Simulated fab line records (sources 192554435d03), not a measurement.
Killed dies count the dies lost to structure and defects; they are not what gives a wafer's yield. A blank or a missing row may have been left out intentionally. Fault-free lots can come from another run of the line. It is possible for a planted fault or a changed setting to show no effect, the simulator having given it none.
Split-lot experiment + flow n5-finfet + on a route of 1938 steps: 7 lots, 39 wafers read

THE SPLIT
At N5_BEOL_M2_ETCH_64 (etches SOC in N2/H2, target depth 75 nm, overetch 22.5 nm, time 121.9 s), the setting time-s was moved away from the recipe's 121.9 s on 9 of the 39 wafers read, by +28.4% to +41.6%. This setting was run at the recipe's value on the other wafers.

FROM THE SPLIT TO THE READING: what the file shows between them, 7 steps
- N5_BEOL_M2_STRIP_65: strips in N2/H2
- N5_BEOL_M2_STRIP_75: strips in N2/H2
- N5_BEOL_M2_STRIP_66: strips in CF4
- N5_BEOL_M2_HM_OPEN_17: chemistry Cl2/BCl3, target TiN, target depth 20 nm, overetch 6 nm
- N5_BEOL_M2_STRIP_19: strips in O2
- N5_BEOL_M2_PRECLEAN_42: cleans in residue remover, time 60 s
- N5_BEOL_M2_SRD_43: time 30 s

THE READING
cd-nm, in nm, at N5_BEOL_M2_CD_MEAS_35 (target cd 18 nm, target cd y 22.2 nm). On this fab line, fault-free wafers typically give 18.1 nm with a standard deviation of 0.35 nm.

| wafer  | tool, chamber at the split | time-s as run, s | against the recipe | cd-nm, nm | against lot-mates on the recipe |
|--------|----------------------------|------------------|--------------------|-----------|---------------------------------|
| L075.1 | rie-diel-04, 3             | 121.9            | recipe             | 18.5      | -                               |
| L075.2 | rie-diel-04, 0,2,0         | 121.9            | recipe             | 18.2      | -                               |
| L075.3 | rie-diel-04, 0,2,0         | 121.9            | recipe             | 18.1      | -                               |
| L075.4 | rie-diel-04, 2             | 121.9            | recipe             | 18.6      | -                               |
| L075.5 | rie-diel-04, 0,2,0         | 121.9            | recipe             | 18.6      | -                               |
| L075.6 | rie-diel-04, 3             | 121.9            | recipe             | 18.2      | -                               |
| L074.1 | rie-diel-05, 2,0,1         | 156.5            | +28.4%             | 18.9      | +0.8                            |
| L074.2 | rie-diel-05, 2,0,1         | 156.5            | +28.4%             | 19.7      | +1.6                            |
| L074.3 | rie-diel-05, 1             | 121.9            | recipe             | 18.1      | -                               |
| L074.4 | rie-diel-05, 3,2           | 121.9            | recipe             | 17.7      | -                               |
| L074.5 | rie-diel-05, 3,2           | 121.9            | recipe             | 18.4      | -                               |
| L074.6 | rie-diel-05, 2,0,1         | 156.5            | +28.4%             | 18.8      | +0.7                            |
| L082.2 | rie-diel-05, 1,2           | 121.9            | recipe             | 18.3      | -                               |
| L082.3 | rie-diel-05, 0             | 121.9            | recipe             | 18.3      | -                               |
| L082.6 | rie-diel-05, 1,2           | 121.9            | recipe             | 18.3      | -                               |
| L088.1 | rie-diel-05, 1,3,2,1,0     | 121.9            | recipe             | 18.5      | -                               |
| L088.2 | rie-diel-05, 1,3,2,1,0     | 121.9            | recipe             | 18.2      | -                               |
| L088.3 | rie-diel-05, 0             | 121.9            | recipe             | 18.3      | -                               |
| L088.4 | rie-diel-05, 1,3,2,1,0     | 121.9            | recipe             | 18.4      | -                               |
| L088.5 | rie-diel-05, 1,3,2,1,0     | 121.9            | recipe             | 18.2      | -                               |
| L088.6 | rie-diel-05, 1,3,2,1,0     | 121.9            | recipe             | 18.3      | -                               |
| L089.1 | rie-diel-06, 3,0,0         | 121.9            | recipe             | 18.0      | -                               |
| L089.2 | rie-diel-06, 3,0,0         | 121.9            | recipe             | 18.4      | -                               |
| L089.3 | rie-diel-06, 2,1           | 121.9            | recipe             | 18.4      | -                               |
| L089.4 | rie-diel-06, 2,1           | 121.9            | recipe             | 18.0      | -                               |
| L089.5 | rie-diel-06, 3,0,0         | 121.9            | recipe             | 18.2      | -                               |
| L089.6 | rie-diel-06, 3             | 121.9            | recipe             | 17.9      | -                               |
| L094.1 | rie-diel-05, 3             | 121.9            | recipe             | 17.7      | -                               |
| L094.2 | rie-diel-05, 0,1           | 172.6            | +41.6%             | 19.8      | +1.8                            |
| L094.3 | rie-diel-05, 0,1           | 172.6            | +41.6%             | 19.8      | +1.8                            |
| L094.4 | rie-diel-05, 2,0           | 121.9            | recipe             | 17.7      | -                               |
| L094.5 | rie-diel-05, 3             | 172.6            | +41.6%             | 19.5      | +1.5                            |
| L094.6 | rie-diel-05, 2,0           | 121.9            | recipe             | 18.5      | -                               |
| L096.1 | rie-diel-06, 1,2           | 121.9            | recipe             | 18.0      | -                               |
| L096.2 | rie-diel-06, 3             | 166              | +36.2%             | 19.0      | +0.9                            |
| L096.3 | rie-diel-06, 0             | 166              | +36.2%             | 19.5      | +1.4                            |
| L096.4 | rie-diel-06, 1,2           | 121.9            | recipe             | 18.1      | -                               |
| L096.5 | rie-diel-06, 1             | 166              | +36.2%             | 19.1      | +1.0                            |
| L096.6 | rie-diel-06, 0             | 121.9            | recipe             | 18.1      | -                               |
Rows listing several chambers each stand for several wafers; the file does not say which wafer went through which chamber.

THE FIT
A straight line over all 39 wafers: cd-nm changes by +0.0324 nm for each +1% of time-s; r = +0.88; the points scatter about the line by 0.27 nm.
The same after taking each lot's own level away (the mean of its wafers on the recipe; 39 wafers): +0.0374 nm for each +1%; r = +0.92; scatter 0.24 nm.
On that fit, the largest move of time-s shifts the reading by 1.6 nm.
Across the lots, their own levels run from 17.97 to 18.37 nm, a range of 1.1 times the standard deviation given above.
So the slope is not independent of the lot-to-lot level: the two fits are not the same.
Check: +1.5 nm against its lot-mates is what the line predicts for one of the wafers moved furthest among these (+41.6%) when that wafer is left out of the fit. It came out at +1.83 nm against them.

THE WHOLE CHAIN: every reading that the file lists as answering this split, in the file's order
| step                  | what it does                                                            | reading                                                                          | change (the file's fit)                | r (the file's) |
|-----------------------|-------------------------------------------------------------------------|----------------------------------------------------------------------------------|----------------------------------------|----------------|
| N5_BEOL_M2_ETCH_64    | etches SOC in N2/H2, target depth 75 nm, overetch 22.5 nm, time 121.9 s | SiARC_of_BEOL_M2_COAT_62.thk-nm (the simulator's own value, which no gauge read) | -0.0576 nm for each +1% of the setting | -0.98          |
| N5_BEOL_M2_HM_OPEN_17 | chemistry Cl2/BCl3, target TiN, target depth 20 nm, overetch 6 nm       | etch.depth-nm (the simulator's own value, which no gauge read)                   | -0.115 nm for each +1% of the setting  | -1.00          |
| N5_BEOL_M2_HM_OPEN_17 | chemistry Cl2/BCl3, target TiN, target depth 20 nm, overetch 6 nm       | BEOL_M2.cd-offset-nm (the simulator's own value, which no gauge read)            | +0.0269 nm for each +1% of the setting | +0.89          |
| N5_BEOL_M2_CD_MEAS_35 | target cd 18 nm, target cd y 22.2 nm                                    | cd-nm                                                                            | +0.037 nm for each +1% of the setting  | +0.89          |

FILE'S OWN FIT
cd-nm changes by +0.037 nm for each +1% of time-s, r = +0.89.
